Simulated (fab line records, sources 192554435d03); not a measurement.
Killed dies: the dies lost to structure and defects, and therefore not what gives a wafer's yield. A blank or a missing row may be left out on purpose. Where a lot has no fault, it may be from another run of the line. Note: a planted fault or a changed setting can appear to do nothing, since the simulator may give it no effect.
A lot that was struck, set against a sound lot ; flow n5Finfet ; 15 steps out of a route of 1938
Sound: these wafers, L192.1, L192.4, L192.5. Struck: wafers L188.2, L188.3. The cause is named last.
Each step with rows lists, per side, the tool, then ch with its chambers, then its first start. Under that, the readings that differ: sound wafers ; struck wafers ; difference of the means ; sigmas: that difference in standard deviations of wafers without a fault.
alike: same words and numbers on both sides, and readings whose means sit less than 2 such deviations apart. not compared: any withheld reading, any reading some wafer has no value for, any bound like >300 that may hide the same value, and any number with overlapping values for which the record gives no deviation.
The two part at a step that has a row with sigmas, a row that says differs or no value, or rows on one side only. When numbers do not overlap yet have no deviation, they are printed without sigmas and do not part them. Lack of a reading on every wafer of one side parts them only where that side has two or more wafers.

first, 8 steps without rows for these wafers: N5_BEOL_M3_COAT_68 (time 60 s, resist thk 12 nm); N5_BEOL_M3_COAT_76 (time 60 s, resist thk 5 nm); N5_BEOL_M3_COAT_22 (resist thk 30 nm); N5_BEOL_M3_EBR_24; N5_BEOL_M3_SOFTBAKE_23 (time 60 s); N5_BEOL_M3_EXPOSE_25 (exposes mask V2, defocus 5 nm); N5_BEOL_M3_PEB_26 (peb time 60 s); N5_BEOL_M3_DEVELOP_27 (develop time 30 s).
N5_BEOL_M3_CD_MEAS_28: target cd 25.7 nm, target cd y 23.3 nm.
  sound on cdSem-01 ch 0, day 12 18:22; struck on cdSem-02 ch 0, day 11 13:34
  alike: cdNm
N5_BEOL_M3_OVL_MEAS_29:
  sound on overlay-01 ch 0, day 12 18:24; struck on overlay-02 ch 0, day 11 13:36
  alike: V2_OVL
N5_BEOL_M3_INSPECT_30: inspects for defects (brightfield).
  sound on defectInspect-02, day 12 18:28; struck on defectInspect-02, day 11 13:39
  alike: rawDefectCount
N5_BEOL_M3_DESCUM_33: chemistry O2, time 7 s.
  sound on rieDiel-03 ch 2,3, day 12 18:31; struck on rieDiel-05 ch 1,2, day 11 13:41
  alike: drypumpMotorCurrentA, oesProductAu, rfVppV, showerheadPlenumPTorr, tempC, throttleValvePct
  not compared: rfHoursCounterH
N5_BEOL_M3_ETCH_77: etches underlayer in N2/H2, target depth 6.5 nm, time 5.2 s.
  sound on rieDiel-03 ch 2,3, day 12 18:34; struck on rieDiel-05 ch 1,2, day 11 13:43
reading;sound;struck;difference;sigmas
etchRfOnTimeS (s);5.18 5.19 5.19;6.09 5.98;+0.85;+9
  alike: drypumpMotorCurrentA, oesProductAu, rfVppV, showerheadPlenumPTorr, throttleValvePct
  not compared: rfHoursCounterH
N5_BEOL_M3_ETCH_69: etches SiARC in CF4, target depth 15.6 nm, time 26 s.
  sound on rieDiel-03 ch 2,3, day 12 18:34; struck on rieDiel-05 ch 1,2, day 11 13:44
  alike: drypumpMotorCurrentA, etchRfOnTimeS, oesProductAu, rfVppV, showerheadPlenumPTorr, throttleValvePct
  not compared: rfHoursCounterH
N5_BEOL_M4_RC_MEAS_101:
  sound on prober-02 ch 0, day 13 13:40; struck on prober-01 ch 0, day 12 07:16
  alike: DIBL_N, DIBL_P, IOFF_N, IOFF_P, ION_N, ION_P, SS_N, SS_P, VT_N, VT_P

WHERE THEY PART
N5_BEOL_M3_ETCH_77 only, going by this record. Later steps at which nothing parts them and some readings are alike: N5_BEOL_M3_ETCH_69, N5_BEOL_M4_RC_MEAS_101.

WHY: what the simulator had put in
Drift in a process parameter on rieDiel-05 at N5_BEOL_M3_ETCH_77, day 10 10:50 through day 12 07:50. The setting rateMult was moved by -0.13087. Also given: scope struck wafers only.
